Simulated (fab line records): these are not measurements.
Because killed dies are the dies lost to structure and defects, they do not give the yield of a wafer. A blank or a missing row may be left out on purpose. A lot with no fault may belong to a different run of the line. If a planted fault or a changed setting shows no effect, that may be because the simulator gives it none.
fab line records    flow n5_finfet
[record] lots = 8  wafers = 24  last_day = 18
route steps=1938 shown BEOL_M2@858 BEOL_M4@1111 PASSIVATION@1936
lots that met no fault: taken from a fault-free run of the same line
start_h: hours from the record's opening day to when the first of the lot's shown wafers began    wait_h: how many hours have passed since the lot's step before this one    " as in the row above    L1.1+2: one row covering several wafers at once    - value missing, or start not given    * or withheld: withheld    < > ~ a bound
route shown NAME@n: a module of which the file shows steps, and the number in the route of the first    usual: mean and standard deviation over wafers with no fault    same: alike in all rows    chamber/n: place in a boat    sites: each site's reading    _std_site: standard deviation of those values    _edge_site: mean of outer sites minus mean of inner sites    radius_mm: for every site, how far away it sits from the centre of the wafer    mask NAME#n: copy n    behind: the last tool/chamber to shape the wafer    hold: why the lot was held/for how many hours/how that ended    device: names the non-switching transistor (n, p or np)    end of line: at the end of the route, the tests of the same wafers    a step given without rows: its recipe and nothing more    killed: dies that structure and defects cost at the first sort, which is not the same as the wafer's yield    map: the dies of a wafer, with x for killed, . for not killed, _ for no die there
set.NAME: setting as actually run; set.NAME@STEP: the setting as run at that earlier step    model.NAME: the simulator's own value behind a step, which no gauge read
one table for each step of the route and one row for each wafer, over a sample of lots
services: when a tool's chamber went out of use (start_h, in hours from the record's first day, below 0 if earlier), for how many hours, and the reason
[[steps]]
[step N5_BEOL_M2_ETCH_74]
[recipe] chemistry = N2/H2  target = underlayer  target_depth_a = 65  mask_material = CAR-EUV  time_s = 5.2  ion_energy_ev = 200  pressure_mtorr = 30  source_w = 840  bias_w = 150  n2_flow_sccm = 200  h2_flow_sccm = 200  ends = cleared
[usual] chamber_pressure_mTorr = 30.00/0.041  drypump_motor_current_A = 5.59/0.3  etch_rf_on_time_s = 5.24/0.13  oes_product_au = 0.67/0.067  rf_fwd_power_W = 819.7/2.8  rf_vpp_V = 525.2/2.3  showerhead_plenum_p_Torr = 2.58/0.072  throttle_valve_pct = 17.9/0.3
lot.wafer  tool         chamber  start_h  wait_h  chamber_pressure_mTorr  drypump_motor_current_A  etch_rf_on_time_s  oes_product_au  rf_fwd_power_W  rf_hours_counter_h  rf_vpp_V  showerhead_plenum_p_Torr  throttle_valve_pct
L768.1     rie_diel-06  0        139.56   0.0     29.97                   5.92                     5.13               0.73            819.8           61                  525.3     2.47                      17.5
L768.4     "            3        "        "       30.03                   5.10                     5.28               0.62            818.8           166                 528.0     2.65                      18.4
L768.6     "            3        "        "       29.97                   5.10                     5.24               0.63            822.9           -                   527.3     2.65                      18.4
L773.1     rie_diel-01  1        162.23   0.0     30.00                   5.49                     5.13               0.66            818.1           170                 524.8     2.65                      18.0
L773.4     "            0        "        "       29.97                   5.70                     5.10               0.74            819.7           52                  529.1     2.71                      17.6
L773.6     "            2        "        "       29.99                   5.66                     5.40               0.59            817.0           -                   526.1     2.63                      18.4
L778.1     rie_diel-03  3        191.77   0.0     30.05                   5.14                     5.24               0.62            822.5           167                 524.2     2.55                      18.0
L778.3     "            1        "        "       29.97                   5.76                     5.22               0.65            819.6           121                 524.0     2.54                      17.6
L778.5     "            2        "        "       29.97                   6.29                     5.47               0.59            827.2           -                   524.3     2.50                      17.8
L780.1     rie_diel-01  2        204.58   0.0     29.97                   5.68                     5.42               0.57            823.7           241                 527.8     2.62                      18.4
L780.2     "            1        "        "       29.99                   5.47                     5.13               0.64            818.3           185                 526.0     2.65                      18.1
L780.3     "            3        "        "       30.03                   5.49                     5.34               0.72            819.1           50                  523.2     2.49                      17.6
L784.1     rie_diel-06  0        224.62   0.0     30.00                   5.91                     5.07               0.70            818.3           90                  522.9     2.46                      17.6
L784.5     "            1        "        "       29.93                   5.63                     5.25               0.59            822.1           -                   525.9     2.59                      18.2
L784.6     "            2        "        "       30.04                   5.52                     5.13               0.68            820.8           -                   524.8     2.57                      17.9
L785.1     rie_diel-01  2        230.66   0.0     30.07                   5.69                     5.39               0.57            823.2           249                 527.7     2.62                      18.4
L785.2     "            1        "        "       29.93                   5.49                     5.19               0.64            822.6           194                 527.1     2.64                      18.1
L785.4     "            3        "        "       30.00                   5.55                     5.36               0.71            816.3           59                  519.8     2.48                      17.6
L770.2     rie_diel-03  3        252.99   0.0     30.03                   5.16                     5.26               0.61            821.6           191                 523.6     2.54                      18.0
L770.3     "            0        "        "       30.02                   5.28                     5.26               0.76            815.9           20                  525.0     2.57                      17.6
L770.5     "            3        "        "       30.01                   5.15                     5.33               0.61            822.2           -                   524.4     2.54                      18.0
L791.1     rie_diel-01  3        279.79   0.0     30.01                   5.49                     5.35               0.70            817.5           81                  521.0     2.48                      17.7
L791.3     "            0        "        "       29.93                   5.72                     5.15               0.68            819.8           98                  526.3     2.69                      17.7
L791.6     "            1        "        "       30.01                   5.49                     5.16               0.63            814.1           -                   526.4     2.63                      18.1
[step N5_BEOL_M2_ETCH_77]
[recipe] chemistry = N2/H2  target = underlayer  target_depth_a = 65  mask_material = CAR-EUV  time_s = 5.2  ion_energy_ev = 200  pressure_mtorr = 30  source_w = 840  bias_w = 150  n2_flow_sccm = 200  h2_flow_sccm = 200  ends = cleared
[usual] chamber_pressure_mTorr = 30.01/0.039  drypump_motor_current_A = 5.6/0.3  etch_rf_on_time_s = 5.26/0.12  oes_product_au = 0.66/0.062  rf_fwd_power_W = 819.7/2.4  rf_vpp_V = 524.8/2.1  showerhead_plenum_p_Torr = 2.57/0.074  throttle_valve_pct = 17.88/0.29
lot.wafer  tool         chamber  start_h  wait_h  chamber_pressure_mTorr  drypump_motor_current_A  etch_rf_on_time_s  oes_product_au  rf_fwd_power_W  rf_hours_counter_h  rf_vpp_V  showerhead_plenum_p_Torr  throttle_valve_pct
L768.1     rie_diel-06  3        140.65   0.0     30.01                   5.1                      5.22               0.62            818.8           166                 525.8     2.65                      18.44
L768.4     "            1        "        "       30.02                   5.6                      5.19               0.62            820.7           214                 525.8     2.61                      18.21
L768.6     "            3        "        "       29.95                   5.1                      5.24               0.63            818.8           -                   527.6     2.65                      18.43
L773.1     rie_diel-03  2        163.11   0.0     30.04                   6.3                      5.44               0.60            818.6           198                 522.8     2.51                      17.76
L773.4     "            0        "        "       30.01                   5.3                      5.31               0.58            819.4           243                 526.5     2.58                      18.07
L773.6     "            0        "        "       29.96                   5.3                      5.29               0.57            819.0           -                   525.2     2.58                      18.05
L778.1     rie_diel-03  1        193.00   0.0     30.03                   5.8                      5.26               0.66            819.6           122                 524.5     2.54                      17.66
L778.3     "            2        "        "       30.04                   6.3                      5.46               0.61            822.8           209                 521.8     2.50                      17.78
L778.5     "            2        "        "       29.99                   6.3                      5.51               0.59            820.1           -                   522.4     2.50                      17.80
L780.1     rie_diel-01  1        205.46   0.0     30.11                   5.5                      5.15               0.64            821.9           185                 525.8     2.65                      18.10
L780.2     "            0        "        "       30.01                   5.8                      5.12               0.72            817.5           67                  529.3     2.71                      17.61
L780.3     "            3        "        "       29.98                   5.5                      5.30               0.73            823.6           50                  521.4     2.49                      17.60
L784.1     rie_diel-01  0        225.51   0.0     30.01                   5.7                      5.11               0.72            821.6           75                  525.0     2.70                      17.61
L784.5     "            0        "        "       30.02                   5.7                      5.09               0.72            820.3           -                   527.2     2.70                      17.62
L784.6     "            3        "        "       29.90                   5.5                      5.34               0.72            818.6           -                   523.9     2.48                      17.62
L785.1     rie_diel-06  2        231.69   0.0     30.05                   5.5                      5.09               0.69            821.6           97                  523.7     2.56                      17.86
L785.2     "            0        "        "       29.98                   5.9                      5.10               0.70            818.8           93                  521.1     2.45                      17.55
L785.4     "            3        "        "       30.03                   5.1                      5.25               0.59            822.6           198                 526.9     2.64                      18.49
L770.2     rie_diel-01  1        254.04   0.0     30.04                   5.5                      5.18               0.63            819.2           206                 526.1     2.64                      18.12
L770.3     "            0        "        "       30.01                   5.8                      5.17               0.69            815.1           89                  527.7     2.69                      17.62
L770.5     "            1        "        "       30.00                   5.5                      5.19               0.63            815.3           -                   525.7     2.64                      18.12
L791.1     rie_diel-03  1        283.49   0.0     30.03                   5.8                      5.25               0.63            818.4           155                 523.6     2.53                      17.70
L791.3     "            0        "        "       29.99                   5.3                      5.28               0.74            821.6           29                  525.5     2.56                      17.64
L791.6     "            1        "        "       30.01                   5.8                      5.26               0.63            819.4           -                   521.1     2.53                      17.70
[step N5_BEOL_M2_ETCH_70]
[recipe] chemistry = N2/H2  target = SOC  target_depth_a = 800  overetch_a = 240  mask_material = SiARC  temp_c = 40  time_s = 130  ion_energy_ev = 200  pressure_mtorr = 30  source_w = 840  bias_w = 150  n2_flow_sccm = 200  h2_flow_sccm = 200
[usual] chamber_pressure_mTorr = 29.998/0.025  drypump_motor_current_A = 5.60/0.3  oes_product_au = 0.58/0.053  rf_fwd_power_W = 836.5/2.6  rf_vpp_V = 524.8/2.1  showerhead_plenum_p_Torr = 2.58/0.075  throttle_valve_pct = 17.83/0.29
lot.wafer  tool         chamber  start_h  wait_h  chamber_pressure_mTorr  drypump_motor_current_A  oes_product_au  rf_fwd_power_W  rf_hours_counter_h  rf_vpp_V  showerhead_plenum_p_Torr  throttle_valve_pct
L768.1     rie_diel-03  2        141.16   0.0     29.979                  6.34                     0.54            836.4           190                 522.5     2.51                      17.71
L768.4     "            3        "        "       29.983                  5.15                     0.54            839.0           149                 524.3     2.56                      17.91
L768.6     "            1        "        "       29.987                  5.77                     0.58            831.4           -                   524.4     2.55                      17.56
L773.1     rie_diel-03  1        164.46   0.0     29.996                  5.78                     0.57            832.6           111                 524.1     2.54                      17.58
L773.4     "            3        "        "       29.977                  5.16                     0.54            837.9           158                 524.2     2.55                      17.94
L773.6     "            0        "        "       29.961                  5.29                     0.51            836.6           -                   525.8     2.58                      18.01
L778.1     rie_diel-06  1        197.59   0.0     30.034                  5.64                     0.52            836.1           234                 526.2     2.60                      18.19
L778.3     "            3        "        "       30.021                  5.15                     0.52            838.6           186                 526.9     2.64                      18.42
L778.5     "            0        "        "       30.005                  5.94                     0.59            833.7           -                   521.9     2.46                      17.48
L780.1     rie_diel-03  2        210.72   0.0     29.969                  6.29                     0.52            834.4           216                 524.0     2.50                      17.75
L780.2     "            3        "        "       30.008                  5.16                     0.54            836.7           174                 523.4     2.55                      17.96
L780.3     "            0        "        "       29.955                  5.29                     0.69            832.5           2                   526.9     2.58                      17.56
L784.1     rie_diel-01  0        232.20   0.0     29.961                  5.73                     0.60            839.5           77                  527.2     2.70                      17.57
L784.5     "            2        "        "       29.925                  5.68                     0.50            837.8           -                   526.1     2.62                      18.36
L784.6     "            3        "        "       29.962                  5.49                     0.63            832.6           -                   522.0     2.48                      17.57
L785.1     rie_diel-03  3        236.16   0.0     30.051                  5.14                     0.53            840.4           184                 522.1     2.54                      17.96
L785.2     "            1        "        "       30.000                  5.77                     0.56            837.6           139                 524.2     2.53                      17.65
L785.4     "            2        "        "       29.986                  6.28                     0.52            835.7           226                 523.8     2.50                      17.77
L770.2     rie_diel-01  2        273.28   0.0     29.967                  5.67                     0.69            839.5           5                   523.5     2.61                      17.88
L770.3     "            1        "        "       30.032                  5.48                     0.54            838.2           213                 524.4     2.63                      18.09
L770.5     "            1        "        "       29.995                  5.49                     0.54            837.6           -                   525.8     2.63                      18.09
L791.1     rie_diel-06  1        293.12   0.0     29.989                  5.66                     0.71            836.7           4                   526.6     2.59                      17.78
L791.3     "            3        "        "       29.974                  5.13                     0.51            835.5           212                 526.8     2.63                      18.46
L791.6     "            1        "        "       29.998                  5.64                     0.70            835.7           -                   525.6     2.59                      17.76
[step N5_BEOL_M2_VIA_ETCH_34]
[recipe] chemistry = C4F6/O2  target_depth_a = 694  mask_material = SOC  pressure_mtorr = 15  ion_energy_ev = 250  taper_deg = 4  time_s = 65.9  source_w = 350  bias_w = 170  Ar_flow_sccm = 300  C4F6_flow_sccm = 10  O2_flow_sccm = 10
[usual] C4F6_flow_sccm = 10.00/0.033  chamber_pressure_mTorr = 14.999/0.013  drypump_motor_current_A = 5.60/0.3  oes_f_703_au = 0.78/0.072  oes_product_au = 0.78/0.076  rf_fwd_power_W = 347.5/1.2  rf_vpp_V = 665/13  showerhead_plenum_p_Torr = 2.88/0.074  throttle_valve_pct = 30.8/0.35
lot.wafer  tool         chamber  start_h  wait_h  C4F6_flow_sccm  chamber_pressure_mTorr  drypump_motor_current_A  oes_f_703_au  oes_product_au  rf_fwd_power_W  rf_hours_counter_h  rf_vpp_V  showerhead_plenum_p_Torr  throttle_valve_pct
L768.1     rie_diel-03  2        141.26   0.0     10.01           14.992                  6.28                     0.71          0.73            347.3           190                 670       2.81                      30.5
L768.4     "            3        "        "       9.99            15.018                  5.14                     0.74          0.75            348.1           149                 659       2.84                      30.8
L768.6     "            1        "        "       9.98            14.987                  5.77                     0.76          0.79            347.5           -                   684       2.86                      30.5
L773.1     rie_diel-03  1        164.57   0.0     10.02           14.983                  5.77                     0.76          0.78            346.8           111                 684       2.85                      30.5
L773.4     "            3        "        "       10.04           14.987                  5.16                     0.72          0.73            346.9           158                 659       2.84                      30.8
L773.6     "            0        "        "       9.95            14.999                  5.30                     0.67          0.69            348.5           -                   668       2.94                      31.4
L778.1     rie_diel-06  1        197.69   0.0     10.04           15.003                  5.60                     0.73          0.70            346.2           234                 650       2.90                      31.1
L778.3     "            3        "        "       10.00           15.010                  5.12                     0.73          0.70            348.4           186                 634       2.97                      31.5
L778.5     "            0        "        "       9.97            15.013                  5.93                     0.84          0.83            347.4           -                   652       2.75                      30.4
L780.1     rie_diel-03  2        210.83   0.0     10.02           14.993                  6.26                     0.70          0.71            347.4           216                 670       2.80                      30.5
L780.2     "            3        "        "       9.99            14.991                  5.15                     0.72          0.72            346.6           174                 660       2.83                      30.7
L780.3     "            0        "        "       10.02           14.995                  5.28                     0.90          0.95            348.2           2                   668       2.94                      31.1
L784.1     rie_diel-01  0        232.31   0.0     10.00           15.008                  5.75                     0.85          0.84            348.8           77                  664       2.98                      30.3
L784.5     "            2        "        "       10.05           14.988                  5.68                     0.66          0.67            348.9           -                   678       2.91                      31.3
L784.6     "            3        "        "       9.99            15.005                  5.50                     0.82          0.83            349.3           -                   665       2.78                      30.6
L785.1     rie_diel-03  3        236.27   0.0     10.07           15.002                  5.15                     0.90          0.75            431.5           184                 595       2.83                      30.8
L785.2     "            1        "        "       10.00           14.987                  5.76                     0.73          0.77            344.4           139                 684       2.84                      30.5
L785.4     "            2        "        "       10.02           15.007                  6.31                     0.69          0.69            346.3           226                 669       2.80                      30.5
L770.2     rie_diel-01  2        273.39   0.0     9.99            15.001                  5.68                     0.91          0.95            346.9           5                   676       2.91                      30.9
L770.3     "            1        "        "       9.95            14.982                  5.48                     0.74          0.74            346.9           214                 670       2.92                      30.8
L770.5     "            1        "        "       9.97            15.034                  5.47                     0.74          0.74            347.3           -                   665       2.92                      30.8
L791.1     rie_diel-06  1        293.22   0.0     10.06           14.992                  5.61                     0.98          0.98            346.3           4                   648       2.89                      30.8
L791.3     "            3        "        "       9.92            14.993                  5.12                     0.72          0.69            346.3           212                 633       2.95                      31.5
L791.6     "            1        "        "       10.03           15.014                  5.63                     0.98          0.99            347.0           -                   649       2.89                      30.9
[step N5_BEOL_M4_RC_MEAS_101]
[usual] DIBL_N = 36.1/1.6  DIBL_P = 35.7/1.8  IOFF_N = 0.159/0.027  IOFF_P = 0.21/0.03  ION_N = 673/10  ION_P = 462/7.4  SS_N = 71.4/0.56  SS_P = 73.2/0.61  VT_N = 249.7/3  VT_P = -250/3.1
lot.wafer  tool       chamber  start_h  wait_h  DIBL_N[mV/V]  DIBL_P[mV/V]  IOFF_N[nA/um]  IOFF_P[nA/um]  ION_N[uA/um]  ION_P[uA/um]  SS_N[mV/dec]  SS_P[mV/dec]  VT_N[mV]  VT_P[mV]
L768.1     prober-01  0        166.24   0.0     33.2          33.2          0.118          0.19           664           460           70.7          72.6          253.6     -248
L768.4     "          0        "        "       34.0          35.0          0.134          0.22           661           466           71.5          73.1          251.4     -249
L768.6     "          0        "        "       32.9          32.9          0.122          0.19           661           459           71.3          72.2          250.9     -250
L773.1     prober-02  0        191.87   0.0     36.4          34.9          0.162          0.20           671           463           71.4          72.7          250.1     -250
L773.4     "          0        "        "       37.0          35.9          0.170          0.22           678           467           71.6          73.7          246.8     -248
L773.6     "          0        "        "       36.4          35.9          0.167          0.23           676           469           71.2          73.8          247.0     -247
L778.1     prober-02  0        227.29   0.0     37.7          36.6          0.169          0.22           674           460           71.1          73.6          249.1     -251
L778.3     "          0        "        "       37.4          37.4          0.162          0.24           676           470           71.4          72.9          249.4     -247
L778.5     "          0        "        "       36.4          35.7          0.149          0.21           675           462           71.5          73.1          248.8     -248
L780.1     prober-01  0        237.41   0.0     38.7          37.3          0.185          0.24           683           466           71.8          73.4          248.5     -250
L780.2     "          0        "        "       37.7          36.7          0.170          0.22           676           463           71.8          74.3          249.2     -248
L780.3     "          0        "        "       36.6          34.5          0.151          0.19           654           450           71.3          73.6          253.6     -251
L784.1     prober-02  0        255.59   0.0     36.1          36.2          0.161          0.22           682           473           72.0          72.8          248.9     -245
L784.5     "          0        "        "       35.4          35.9          0.151          0.22           681           466           71.7          73.7          250.4     -246
L784.6     "          0        "        "       37.2          38.5          0.198          0.26           694           471           71.3          72.9          244.0     -246
L785.1     prober-02  0        276.55   0.0     35.1          36.0          0.152          0.20           684           468           71.3          72.8          249.8     -252
L785.2     "          0        "        "       38.1          38.5          0.243          0.25           688           466           72.3          73.2          242.1     -249
L785.4     "          0        "        "       35.5          36.5          0.172          0.20           685           461           72.0          72.8          246.1     -249
L770.2     prober-02  0        307.72   0.2     35.2          36.1          0.172          0.23           691           479           71.9          73.7          247.3     -247
L770.3     "          0        "        "       34.6          35.4          0.143          0.23           664           471           71.3          73.3          251.2     -246
L770.5     "          0        "        "       35.8          36.3          0.170          0.24           680           468           71.6          74.1          250.4     -246
L791.1     prober-02  0        328.91   0.0     34.9          33.0          0.124          0.19           667           465           70.6          72.9          250.1     -249
L791.3     "          0        "        "       40.0          39.2          0.210          0.30           684           473           71.4          75.1          246.3     -246
L791.6     "          0        "        "       37.2          35.1          0.147          0.23           675           478           70.6          73.6          249.8     -248
[step N5_PASSIVATION_PROBE_49]
[usual] defect_limited_yield = 91.0/1.3  killed_at_M0_to_M3 = 33/10  killed_at_M4_up = 14/5.6  killed_at_contacts = 12/5.8  killed_at_front_end = 43/11  killed_at_other = 4.1/2.8  killed_dies = 106/15  killed_open = 70/12  killed_short = 34/7.5  sort_bin_4_leakage = 0.00/0.0099  sort_bin_5_function = 5.3/0.88  sort_bin_6_memory = 3.3/0.64  sort_n_pass = 1074/15  sort_yield_pct = 91.0/1.3
[same] gross_dies = 1180  killed_at_back_side = 0  sort_bin_8_speed[%] = 0
lot.wafer  tool       chamber  start_h  wait_h  defect_limited_yield[%]  killed_at_M0_to_M3  killed_at_M4_up  killed_at_contacts  killed_at_front_end  killed_at_other  killed_dies  killed_open  killed_short  sort_bin_4_leakage[%]  sort_bin_5_function[%]  sort_bin_6_memory[%]  sort_n_pass  sort_yield_pct[%]
L773.1     prober-01  -        298.95   0.0     91.3                     30                  9                9                   49                   6                103          73           30            0                      4.8                     3.6                   1077         91.3
L773.4     prober-01  -        299.10   0.2     90.2                     28                  15               15                  51                   7                116          77           39            0                      5.6                     3.9                   1064         90.2
L773.6     prober-01  -        299.20   0.3     90.5                     30                  17               14                  46                   5                112          81           29            0                      5.3                     3.9                   1068         90.5
L780.1     prober-01  -        340.72   0.0     89.9                     48                  18               11                  37                   5                119          87           32            0                      6.2                     3.6                   1061         89.9
L780.2     prober-01  -        340.77   0.1     91.4                     27                  19               1                   49                   6                102          65           37            0                      4.5                     3.7                   1078         91.4
L780.3     prober-01  -        340.82   0.1     91.6                     34                  15               7                   36                   7                99           60           38            0                      4.3                     3.6                   1081         91.6
L784.1     prober-01  -        367.95   0.0     94.2                     26                  6                12                  22                   2                68           39           27            0                      3.7                     1.8                   1112         94.2
L784.5     prober-01  -        368.15   0.2     91.9                     28                  11               9                   38                   9                95           57           37            0                      4.2                     3.3                   1085         91.9
L784.6     prober-01  -        368.20   0.3     91.2                     33                  16               16                  32                   7                104          77           27            0                      4.9                     3.6                   1076         91.2
// killed by level:class
L773.1 STI_FIN_REVEAL:geometric_particle:open=10 FIN_SAQP:geometric_particle:open=9 GATE_CUT:geometric_particle:open=8 BEOL_M0_SAQP:geometric_particle:open=7 MOL_CONTACT_COAG:geometric_particle:open=6 BEOL_M3:geometric_particle:open=5 STARTING-WAFER:geometric_particle:open=5 FIN_SAQP:geometric_particle:short=4
L773.4 MOL_CONTACT_COAG:geometric_particle:open=15 FIN_SAQP:geometric_particle:short=12 STI_FIN_REVEAL:geometric_particle:open=10 BEOL_M0_SAQP:geometric_particle:short=9 BEOL_M3:geometric_particle:open=8 GATE_CUT:geometric_particle:open=7 BEOL_M4:geometric_particle:open=7 FIN_SAQP:geometric_particle:open=6
L773.6 FIN_SAQP:geometric_particle:open=17 STI_FIN_REVEAL:geometric_particle:open=10 BEOL_M3:geometric_particle:open=10 MOL_CONTACT_COAG:geometric_particle:open=9 FIN_SAQP:geometric_particle:short=7 BEOL_M4:geometric_particle:open=6 MOL_CONTACT_COAG:geometric_particle:short=5 BEOL_M2:geometric_particle:open=5
L780.1 BEOL_M0_SAQP:geometric_particle:open=14 FIN_SAQP:geometric_particle:open=11 MOL_CONTACT_COAG:geometric_particle:open=10 BEOL_M3:geometric_particle:open=9 BEOL_M1:geometric_particle:open=7 STI_FIN_REVEAL:geometric_particle:open=6 BEOL_M0_SAQP:geometric_particle:short=6 BEOL_M4:geometric_particle:open=6
L780.2 BEOL_M0_SAQP:geometric_particle:short=13 STI_FIN_REVEAL:geometric_particle:open=12 FIN_SAQP:geometric_particle:short=11 FIN_SAQP:geometric_particle:open=8 BEOL_M4:geometric_particle:open=8 DUMMY_GATE:geometric_particle:open=7 BEOL_M0_SAQP:geometric_particle:open=5 BEOL_M2:geometric_particle:open=4
L780.3 BEOL_M0_SAQP:geometric_particle:open=14 BEOL_M0_SAQP:geometric_particle:short=13 FIN_SAQP:geometric_particle:short=8 BEOL_M4:geometric_particle:open=7 STI_FIN_REVEAL:geometric_particle:open=6 MOL_CONTACT_COAG:geometric_particle:open=6 FIN_SAQP:geometric_particle:open=4 DUMMY_GATE:geometric_particle:open=4
L784.1 BEOL_M1:geometric_particle:open=10 MOL_CONTACT_COAG:geometric_particle:open=9 FIN_SAQP:geometric_particle:short=8 BEOL_M0_SAQP:geometric_particle:short=4 BEOL_M2:geometric_particle:open=4 FIN_SAQP:geometric_particle:open=3 MOL_CONTACT_COAG:geometric_particle:short=3 BEOL_M0_SAQP:geometric_particle:open=3
L784.5 FIN_SAQP:geometric_particle:open=10 MOL_CONTACT_COAG:geometric_particle:open=8 BEOL_M3:geometric_particle:open=7 GATE_CUT:geometric_particle:short=6 BEOL_M2:geometric_particle:open=6 FIN_SAQP:geometric_particle:short=5 BEOL_M2:geometric_particle:short=5 BEOL_M0_SAQP:geometric_particle:short=5
L784.6 MOL_CONTACT_COAG:geometric_particle:open=14 BEOL_M3:geometric_particle:open=13 DUMMY_GATE:geometric_particle:open=10 BEOL_M1:geometric_particle:open=6 STI_FIN_REVEAL:geometric_particle:open=5 BEOL_M5:geometric_particle:open=5 BEOL_M0_SAQP:geometric_particle:short=4 BEOL_M2:geometric_particle:open=4
[[services]]
tool         chamber  start_h  hours  kind
rie_diel-06  2        144.85   12.2   repair
rie_diel-03  0        170.10   5.9    repair
rie_diel-03  0        190.51   -      clean
rie_diel-03  0        190.51   -      consumable_replace:focus_ring
rie_diel-03  0        190.51   12.7   scheduled_down
rie_diel-03  0        190.51   12.7   vent_cycle
rie_diel-01  0        198.22   3.0    repair
rie_diel-06  -        232.17   14.6   pm
rie_diel-01  2        232.53   -      clean
rie_diel-01  2        232.53   -      consumable_replace:focus_ring
rie_diel-01  2        232.53   27.3   scheduled_down
rie_diel-01  2        232.53   27.3   vent_cycle
rie_diel-03  2        263.59   3.8    repair
rie_diel-06  1        265.85   -      clean
rie_diel-06  1        265.85   -      consumable_replace:focus_ring
rie_diel-06  1        265.85   16.0   scheduled_down
rie_diel-06  1        265.85   16.0   vent_cycle
[[key]]
[first_sign] step = N5_BEOL_M2_VIA_ETCH_34  reading = rf_fwd_power_W  direction = up  sigmas = 71  usual = *  struck = *
[effect] step = N5_BEOL_M2_VIA_ETCH_34  reading = rf_vpp_V  direction = down  sigmas = 5.5  usual = 665  struck = 595
met_at N5_BEOL_M2_VIA_ETCH_34
struck_lots L785
struck_wafers L785.1
not_acting_at N5_BEOL_M2_ETCH_74,N5_BEOL_M2_ETCH_77,N5_BEOL_M2_ETCH_70
onset_between 210.83 236.27
[fault] kind = process_parameter_drift  tool = rie_diel-03  chamber = 3  onset_h = 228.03  steps = N5_BEOL_M2_VIA_ETCH_34  channel = source_w  offset = 84  shape = step  end_h = 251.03  acts_in = these_recipes_only  stated = 350
